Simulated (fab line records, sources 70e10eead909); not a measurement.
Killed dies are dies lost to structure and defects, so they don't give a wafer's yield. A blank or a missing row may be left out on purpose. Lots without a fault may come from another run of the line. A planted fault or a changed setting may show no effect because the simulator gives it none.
Chamber matching | flow nand_harc | NHARC_A_SGD_CUT_DESCUM_14 on rie_diel-08: 4 sister chambers
The step chemistry O2, time 3 s. 14 wafers are shown with their chamber, then 6 later ones without.

WAFERS WITH THEIR CHAMBER
wafer  | chamber | throttle_valve_pct (%) | rf_vpp_V (V) | oes_product_au (a.u.)
L534.2 | 3       | 11.311                 | 56.6         | 0.993
L534.4 | 1       | 11.322                 | 58.5         | 0.999
L535.1 | 0       | 11.309                 | 58.8         | 1.003
L535.4 | 1       | 11.317                 | 58.4         | 0.995
L535.6 | 3       | 11.303                 | 56.6         | 0.992
L544.3 | 1       | 11.327                 | 57.3         | 1.007
L544.4 | 0       | 11.320                 | 56.4         | 1.006
L544.5 | 2       | 11.298                 | 56.4         | 0.994
L545.1 | 0       | 11.298                 | 57.7         | 0.992
L545.4 | 1       | 11.310                 | 58.7         | 1.007
L545.6 | 3       | 11.308                 | 57.2         | 0.991
L547.2 | 0       | 11.323                 | 58.6         | 0.993
L547.4 | 3       | 11.301                 | 56.8         | 0.983
L547.5 | 3       | 11.296                 | 58.1         | 0.989

SIGNATURES (means of the wafers above)
reading            | chamber 0 | chamber 1 | chamber 2 | chamber 3 | scatter within a chamber
throttle_valve_pct | 11.31250  | 11.31900  | 11.29800  | 11.30380  | 0.00828
rf_vpp_V           | 57.875    | 58.225    | 56.400    | 57.060    | 0.798
oes_product_au     | 0.99850   | 1.00200   | 0.99400   | 0.98960   | 0.00566
Rule: a wafer's distance from a chamber is the root of the sum, over the readings, of the square of ((its reading less the chamber's mean) divided by the reading's scatter). The wafer belongs to the nearest chamber; if the next one is less than 2 further off, it can't be placed. The scatter: the root of (the sum of the squares of (reading less its chamber's mean) over the shown wafers, divided by (wafers less chambers)).

WAFERS WITHOUT THEIR CHAMBER
wafer  | throttle_valve_pct (%) | rf_vpp_V (V) | oes_product_au (a.u.)
L550.1 | 11.297                 | 57.6         | 0.998
L550.2 | 11.304                 | 56.5         | 1.002
L550.5 | 11.312                 | 58.6         | 0.999
L553.1 | 11.310                 | 57.0         | 1.001
L553.3 | 11.318                 | 57.0         | 0.985
L553.5 | 11.311                 | 58.8         | 0.986

WHICH CHAMBER EACH WENT THROUGH
wafer  | from the rows above               | in truth
L550.1 | can't be placed: 2 or 3 or 0 or 1 | 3
L550.2 | can't be placed: 2 or 0 or 3 or 1 | 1
L550.5 | can't be placed: 0 or 1 or 3      | 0
L553.1 | can't be placed: 0 or 1 or 2 or 3 | 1
L553.3 | can't be placed: 3 or 0 or 2 or 1 | 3
L553.5 | can't be placed: 3 or 0 or 1 or 2 | 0
Placed correctly: 0 of 6. Can't be placed from these rows: 6 (the true chamber is among the candidates in 6). Placed wrongly: 0.
